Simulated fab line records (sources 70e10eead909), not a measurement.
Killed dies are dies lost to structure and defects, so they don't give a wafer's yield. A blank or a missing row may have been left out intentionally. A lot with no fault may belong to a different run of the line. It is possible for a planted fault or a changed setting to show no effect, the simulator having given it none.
Which of the tools did it? | flow nandHarc | 12 lots, 36 wafers sampled, at 5 steps of a route of 1302

WHAT THE GAUGES READ, wafer by wafer
NHARC_END_SORT_01. Usual: killedAtArray 53, standard deviation 19; killedAtOther 0.8, standard deviation 1.2; killedAtPeriphery 3.7, standard deviation 2.3; killedDies 57, standard deviation 19; killedOpen 3.2, standard deviation 1.7; killedShort 2.6, standard deviation 1.8.
lot  | measured     | on        | killedAtArray | killedAtOther | killedAtPeriphery | killedDies | killedOpen | killedShort | flag
L116 | day 30 20:38 | prober-01 | 51 59 62      | 1 2 0         | 3 3 4             | 55 64 66   | 3 2 3      | 1 1 5       | 
L117 | day 32 23:04 | prober-02 | 41 29 40      | 0 0 2         | 6 4 7             | 47 33 49   | 4 3 1      | 1 0 4       | 
L119 | day 33 03:26 | prober-01 | 35 29 31      | 1 1 5         | 6 7 10            | 42 37 46   | 2 4 4      | 5 1 2       | 

WHICH TOOL RAN EACH LOT (tool, then ch and the chambers of the sampled wafers, then the start)
lot  | NHARC_A_SLIT_DEP_23             | NHARC_A_WL_FILL_RTA_01          | NHARC_A_WL_FILL_STRIP_27            | NHARC_A_WL_FILL_ALD_10
L101 | pecvd-01 ch 0,1,2, day 20 05:07 | rtpAnneal-02 ch 0, day 20 19:43 | plasmaAsher-02 ch 0,1, day 20 21:06 | aldHk-02 ch 0,1,3, day 21 08:20
L102 | pecvd-01 ch 0,1,2, day 20 12:26 | rtpAnneal-01 ch 0, day 21 02:43 | plasmaAsher-02 ch 0,1, day 21 04:08 | aldHk-02 ch 0,3, day 21 10:37
L105 | pecvd-01 ch 0,1,2, day 22 10:41 | rtpAnneal-01 ch 0, day 23 00:47 | plasmaAsher-01 ch 0,1, day 23 02:13 | aldHk-01 ch 0,3, day 23 04:55
L107 | pecvd-04 ch 0,1,2, day 22 16:57 | rtpAnneal-01 ch 0, day 23 08:15 | plasmaAsher-01 ch 0,1, day 23 09:40 | aldHk-01 ch 0,1,2, day 23 16:01
L108 | pecvd-01 ch 0,1,2, day 22 19:13 | rtpAnneal-02 ch 0, day 23 12:48 | plasmaAsher-01 ch 0,1, day 23 14:46 | aldHk-01 ch 0,2,3, day 23 20:32
L106 | pecvd-03 ch 0,1, day 22 20:38   | rtpAnneal-02 ch 0, day 23 13:35 | plasmaAsher-01 ch 0,1, day 23 14:58 | aldHk-04 ch 1,2,3, day 23 20:51
L116 | pecvd-01 ch 0,1, day 26 02:36   | rtpAnneal-02 ch 0, day 26 16:37 | plasmaAsher-02 ch 0,1, day 26 18:12 | aldHk-04 ch 1,3, day 27 01:16
L115 | pecvd-01 ch 0,1,2, day 26 03:04 | rtpAnneal-02 ch 0, day 26 20:39 | plasmaAsher-02 ch 0,1, day 26 22:20 | aldHk-02 ch 1,2,3, day 27 01:15
L117 | pecvd-01 ch 0,1,2, day 27 15:20 | rtpAnneal-01 ch 0, day 28 08:58 | plasmaAsher-01 ch 0,1, day 28 10:37 | aldHk-04 ch 1,2,3, day 28 17:08
L119 | pecvd-03 ch 1,2, day 28 01:05   | rtpAnneal-02 ch 0, day 28 19:59 | plasmaAsher-01 ch 0,1, day 28 21:24 | aldHk-04 ch 1,2,3, day 29 03:34
L123 | pecvd-01 ch 0,2, day 28 23:49   | rtpAnneal-02 ch 0, day 29 13:57 | plasmaAsher-02 ch 0, day 29 15:23   | aldHk-01 ch 1,2,3, day 29 21:56
L122 | pecvd-04 ch 1,2, day 29 06:08   | rtpAnneal-01 ch 0, day 29 20:15 | plasmaAsher-02 ch 0,1, day 29 21:40 | aldHk-02 ch 0,1, day 30 04:34
- NHARC_A_SLIT_DEP_23: deposits SiON, target thk 100 nm.
- NHARC_A_WL_FILL_RTA_01: time 5 s.
- NHARC_A_WL_FILL_STRIP_27: strips in N2/H2, time 20 s.
- NHARC_A_WL_FILL_ALD_10: deposits SiO2, target thk 50 nm, pulse time 10 s, ald cycles 500.

AS READ BY THE TOOLS THEMSELVES (means over the sampled wafers that have a number; for cases with no such wafer, the mark the record gives instead)
NHARC_A_SLIT_DEP_23. Usual: heaterPowerW 777 W, standard deviation 90; susceptorTempC 399.99 C, standard deviation 0.24.
lot  | tool     | heaterPowerW (W) | susceptorTempC (C) | flag
L101 | pecvd-01 | 747              | 400.06             | 
L102 | pecvd-01 | 745              | 400.00             | 
L105 | pecvd-01 | 799              | 400.16             | 
L107 | pecvd-04 | 824              | 399.81             | 
L108 | pecvd-01 | 717              | 399.94             | 
L106 | pecvd-03 | 762              | 400.05             | 
L116 | pecvd-01 | 699              | 399.98             | 
L115 | pecvd-01 | 723              | 400.14             | 
L117 | pecvd-01 | 762              | 400.09             | 
L119 | pecvd-03 | 712              | 400.07             | 
L123 | pecvd-01 | 786              | 400.23             | 
L122 | pecvd-04 | 787              | 399.78             | 

NHARC_A_WL_FILL_RTA_01. Usual: lampPowerPct 27.4 %, standard deviation 0.31; lamp_zone_1_pct 27.4 %, standard deviation 0.31; lamp_zone_2_pct 27.4 %, standard deviation 0.3; lamp_zone_3_pct 27.4 %, standard deviation 0.3; lamp_zone_4_pct 27.4 %, standard deviation 0.31; lamp_zone_5_pct 27.4 %, standard deviation 0.31; lamp_zone_6_pct 27.3 %, standard deviation 0.3; lamp_zone_7_pct 27.8 %, standard deviation 0.31; wafer_temp_C_max 1007.7, standard deviation 1.5.
lot  | tool         | lampPowerPct (%) | lamp_zone_1_pct (%) | lamp_zone_2_pct (%) | lamp_zone_3_pct (%) | lamp_zone_4_pct (%) | lamp_zone_5_pct (%) | lamp_zone_6_pct (%) | lamp_zone_7_pct (%) | wafer_temp_C_max | flag
L101 | rtpAnneal-02 | 27.1             | 27.1                | 27.1                | 27.1                | 27.1                | 27.1                | 27.0                | 27.5                | 1008.8           | 
L102 | rtpAnneal-01 | 27.7             | 27.6                | 27.7                | 27.7                | 27.7                | 27.7                | 27.6                | 28.1                | 1007.7           | 
L105 | rtpAnneal-01 | 27.7             | 27.7                | 27.7                | 27.7                | 27.7                | 27.7                | 27.7                | 28.2                | 1008.0           | 
L107 | rtpAnneal-01 | 27.7             | 27.7                | 27.7                | 27.8                | 27.7                | 27.7                | 27.6                | 28.2                | 1008.0           | 
L108 | rtpAnneal-02 | 24.4             | 24.4                | 24.4                | 24.4                | 24.4                | 24.4                | 24.3                | 24.8                | 969.2            | OFF
L106 | rtpAnneal-02 | 24.4             | 24.4                | 24.4                | 24.4                | 24.4                | 24.4                | 24.3                | 24.8                | 971.4            | OFF
L116 | rtpAnneal-02 | 27.1             | 27.2                | 27.1                | 27.1                | 27.1                | 27.1                | 27.1                | 27.6                | 1006.9           | 
L115 | rtpAnneal-02 | 27.1             | 27.1                | 27.1                | 27.1                | 27.1                | 27.1                | 27.1                | 27.6                | 1008.3           | 
L117 | rtpAnneal-01 | 27.7             | 27.7                | 27.7                | 27.7                | 27.7                | 27.7                | 27.7                | 28.2                | 1009.0           | 
L119 | rtpAnneal-02 | 27.1             | 27.1                | 27.1                | 27.1                | 27.1                | 27.1                | 27.1                | 27.5                | 1007.0           | 
L123 | rtpAnneal-02 | 27.1             | 27.1                | 27.1                | 27.1                | 27.1                | 27.1                | 27.0                | 27.6                | 1007.2           | 
L122 | rtpAnneal-01 | 27.7             | 27.7                | 27.7                | 27.7                | 27.7                | 27.8                | 27.7                | 28.2                | 1006.1           | 

NHARC_A_WL_FILL_STRIP_27. Usual: drypumpMotorCurrentA 5.9 A, standard deviation 0.75; heaterPowerW 332 W, standard deviation 37.
lot  | tool           | drypumpMotorCurrentA (A) | heaterPowerW (W) | flag
L101 | plasmaAsher-02 | 5.8                      | 340              | 
L102 | plasmaAsher-02 | 5.8                      | 331              | 
L105 | plasmaAsher-01 | 6.5                      | 302              | 
L107 | plasmaAsher-01 | 6.5                      | 308              | 
L108 | plasmaAsher-01 | 6.4                      | 335              | 
L106 | plasmaAsher-01 | 6.4                      | 330              | 
L116 | plasmaAsher-02 | 5.8                      | 326              | 
L115 | plasmaAsher-02 | 5.2                      | 351              | 
L117 | plasmaAsher-01 | 6.3                      | 338              | 
L119 | plasmaAsher-01 | 6.4                      | 308              | 
L123 | plasmaAsher-02 | 6.3                      | 305              | 
L122 | plasmaAsher-02 | 5.8                      | 331              | 

NHARC_A_WL_FILL_ALD_10. Usual: heaterPowerW 476 W, standard deviation 58; precursorPulseHeightRel 1.002, standard deviation 0.02; susceptorTempC 300.00 C, standard deviation 0.19.
lot  | tool     | heaterPowerW (W) | precursorPulseHeightRel | susceptorTempC (C) | flag
L101 | aldHk-02 | 452              | 0.996                   | 300.00             | 
L102 | aldHk-02 | 479              | 1.004                   | 300.07             | 
L105 | aldHk-01 | 494              | 1.014                   | 299.95             | 
L107 | aldHk-01 | 474              | 1.024                   | 300.05             | 
L108 | aldHk-01 | 489              | 0.989                   | 300.07             | 
L106 | aldHk-04 | 539              | 0.997                   | 299.99             | 
L116 | aldHk-04 | 455              | 1.013                   | 300.03             | 
L115 | aldHk-02 | 442              | 0.988                   | 300.05             | 
L117 | aldHk-04 | 509              | 1.019                   | 299.94             | 
L119 | aldHk-04 | 512              | 1.016                   | 299.90             | 
L123 | aldHk-01 | 461              | 0.991                   | 300.09             | 
L122 | aldHk-02 | 417              | 0.997                   | 299.87             | 

THE ANSWER, worked out from the rows above alone
Rule: a lot is off if the mean of its wafers that have a number lies more than 3 standard deviations from the usual mean. Also off: a lot with no number at a reading for which 4 or more lots have one. Where the step has rows for the other lots, those lots are counted as sound. After the gauges, taken in route order, come the tools' own readings; for these a lot's mean is taken, as printed above. At the first step where some lot is off, the reading lying furthest off is the one used; lots without a number count as furthest.
Off: L108, L106, at NHARC_A_WL_FILL_RTA_01 (wafer_temp_C_max).
A tool fits if, at that step or a process step before it, it ran every lot that is off, and no sound lot after the first of them. Of those tried, none fits.

WHAT THE SIMULATOR HAD INSERTED
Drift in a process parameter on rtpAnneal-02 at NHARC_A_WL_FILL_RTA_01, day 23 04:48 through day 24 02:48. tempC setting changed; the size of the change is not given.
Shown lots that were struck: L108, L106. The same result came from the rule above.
